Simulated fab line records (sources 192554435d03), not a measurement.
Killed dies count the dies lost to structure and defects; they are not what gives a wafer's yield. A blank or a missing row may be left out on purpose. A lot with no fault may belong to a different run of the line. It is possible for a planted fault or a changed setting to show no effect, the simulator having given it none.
Which tool is to blame? || flow n5 finfet || 24 wafers from 8 lots sampled at 5 of the route's 1938 steps

WHAT THE GAUGES SHOWED, per wafer
N5_BEOL_M4_RC_MEAS_101.
{"lot": "L732", "measured": "day 9 13:01", "on": "prober-01", "VT_N_LONG (mV)": "274.8 275.5 275.7"}
{"lot": "L733", "measured": "day 9 15:42", "on": "prober-02", "VT_N_LONG (mV)": "273.9 275.8 273.5"}
{"lot": "L738", "measured": "day 10 19:05", "on": "prober-01", "VT_N_LONG (mV)": "276.7 275.3 274.8"}
{"lot": "L747", "measured": "day 13 11:36", "on": "prober-02", "VT_N_LONG (mV)": "322.9 275.0 275.7"}
{"lot": "L749", "measured": "day 13 14:39", "on": "prober-01", "VT_N_LONG (mV)": "276.5 328.6 276.6"}
{"lot": "L753", "measured": "day 14 21:56", "on": "prober-02", "VT_N_LONG (mV)": "275.0 274.6 277.5"}
{"lot": "L754", "measured": "day 15 02:20", "on": "prober-02", "VT_N_LONG (mV)": "271.6 272.0 273.3"}
{"lot": "L755", "measured": "day 15 05:06", "on": "prober-01", "VT_N_LONG (mV)": "274.2 273.0 275.7"}

WHAT TOOL EACH LOT RAN ON (gives the tool, then ch and the chambers of the sampled wafers, and finally the start)
{"lot": "L732", "N5_HKMG_FIN_STRIP_60": "plasma asher-01 ch 0, day 4 01:13", "N5_HKMG_FIN_STRIP_92": "rie diel-04 ch 0,3, day 4 04:05", "N5_HKMG_FIN_NWFM_ALD_20": "ald metal-04 ch 0,1,2, day 4 05:35", "N5_GATE_CUT_STRIP_59": "rie diel-01 ch 0,1,2, day 4 08:26"}
{"lot": "L733", "N5_HKMG_FIN_STRIP_60": "plasma asher-01 ch 0,1, day 4 11:26", "N5_HKMG_FIN_STRIP_92": "rie diel-03 ch 0,2, day 4 14:49", "N5_HKMG_FIN_NWFM_ALD_20": "ald metal-03 ch 1,2, day 4 16:19", "N5_GATE_CUT_STRIP_59": "rie diel-02 ch 0,1,3, day 4 19:11"}
{"lot": "L738", "N5_HKMG_FIN_STRIP_60": "plasma asher-02 ch 0,1, day 5 13:24", "N5_HKMG_FIN_STRIP_92": "rie diel-04 ch 0,1,3, day 5 16:19", "N5_HKMG_FIN_NWFM_ALD_20": "ald metal-04 ch 1,2,3, day 5 17:49", "N5_GATE_CUT_STRIP_59": "rie diel-05 ch 0,1,2, day 5 20:41"}
{"lot": "L747", "N5_HKMG_FIN_STRIP_60": "plasma asher-02 ch 0, day 7 20:31", "N5_HKMG_FIN_STRIP_92": "rie diel-04 ch 0,2, day 7 23:32", "N5_HKMG_FIN_NWFM_ALD_20": "ald metal-04 ch 1,2,3, day 8 01:04", "N5_GATE_CUT_STRIP_59": "rie diel-01 ch 1,3, day 8 03:55"}
{"lot": "L749", "N5_HKMG_FIN_STRIP_60": "plasma asher-01 ch 0,1, day 8 09:18", "N5_HKMG_FIN_STRIP_92": "rie diel-06 ch 0,2,3, day 8 12:14", "N5_HKMG_FIN_NWFM_ALD_20": "ald metal-04 ch 0,2,3, day 8 13:44", "N5_GATE_CUT_STRIP_59": "rie diel-01 ch 0,1,3, day 8 16:35"}
{"lot": "L753", "N5_HKMG_FIN_STRIP_60": "plasma asher-02 ch 0,1, day 9 07:28", "N5_HKMG_FIN_STRIP_92": "rie diel-03 ch 1,3, day 9 10:32", "N5_HKMG_FIN_NWFM_ALD_20": "ald metal-01 ch 0,2,3, day 9 12:19", "N5_GATE_CUT_STRIP_59": "rie diel-02 ch 0,2,3, day 9 15:13"}
{"lot": "L754", "N5_HKMG_FIN_STRIP_60": "plasma asher-01 ch 0,1, day 9 12:26", "N5_HKMG_FIN_STRIP_92": "rie diel-06 ch 0,1,3, day 9 16:05", "N5_HKMG_FIN_NWFM_ALD_20": "ald metal-01 ch 0,2,3, day 9 17:35", "N5_GATE_CUT_STRIP_59": "rie diel-01 ch 0,2, day 9 20:27"}
{"lot": "L755", "N5_HKMG_FIN_STRIP_60": "plasma asher-02 ch 0,1, day 9 18:19", "N5_HKMG_FIN_STRIP_92": "rie diel-06 ch 0,1,2, day 9 21:08", "N5_HKMG_FIN_NWFM_ALD_20": "ald metal-03 ch 1,2,3, day 9 22:39", "N5_GATE_CUT_STRIP_59": "rie diel-02 ch 2,3, day 10 01:37"}
- N5_HKMG_FIN_STRIP_60: strips in N2/H2, time 360 s.
- N5_HKMG_FIN_STRIP_92: strips SOC in N2/H2, time 20 s.
- N5_HKMG_FIN_NWFM_ALD_20: deposits TiAlC, target thk 2 nm, pulse time 3 s, purge time 2 s.
- N5_GATE_CUT_STRIP_59: strips in N2/H2, time 20 s.

THE ANSWER, worked out from the rows above alone
Rule: what is usual is taken from the lots themselves. The widest of any qualifying gaps counts: lots, ordered by their means at a reading, are off when they make up no more than a third of the lots, leave a main group of 4 or more, and stand apart from it by 3 or more times the standard deviation of that group's means. A main group is skipped when, at the precision printed for the reading in the tables above, its means are all equal. A lot without any number at a reading at which 4 lots or more have one is off too. Any other lot the step has rows for is counted as sound.
Off: L747, L749, at N5_BEOL_M4_RC_MEAS_101 (VT_N_LONG). The main group: mean 274.6 mV, standard deviation 1.2.
If a tool, at a process step before that reading, ran all the lots that are off and no sound lot after the first of them, it fits. The gauges at N5_BEOL_M4_RC_MEAS_101 are tried like those tools. One fits: ald metal-04 at N5_HKMG_FIN_NWFM_ALD_20. Its last sound lot is L738 (day 5 17:49), its first lot that is off L747 (day 8 01:04): a fault that began between those two fits.

WHAT HAD BEEN PUT IN BY THE SIMULATOR
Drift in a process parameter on ald metal-04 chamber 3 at N5_HKMG_FIN_NWFM_ALD_20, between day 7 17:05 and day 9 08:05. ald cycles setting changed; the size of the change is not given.
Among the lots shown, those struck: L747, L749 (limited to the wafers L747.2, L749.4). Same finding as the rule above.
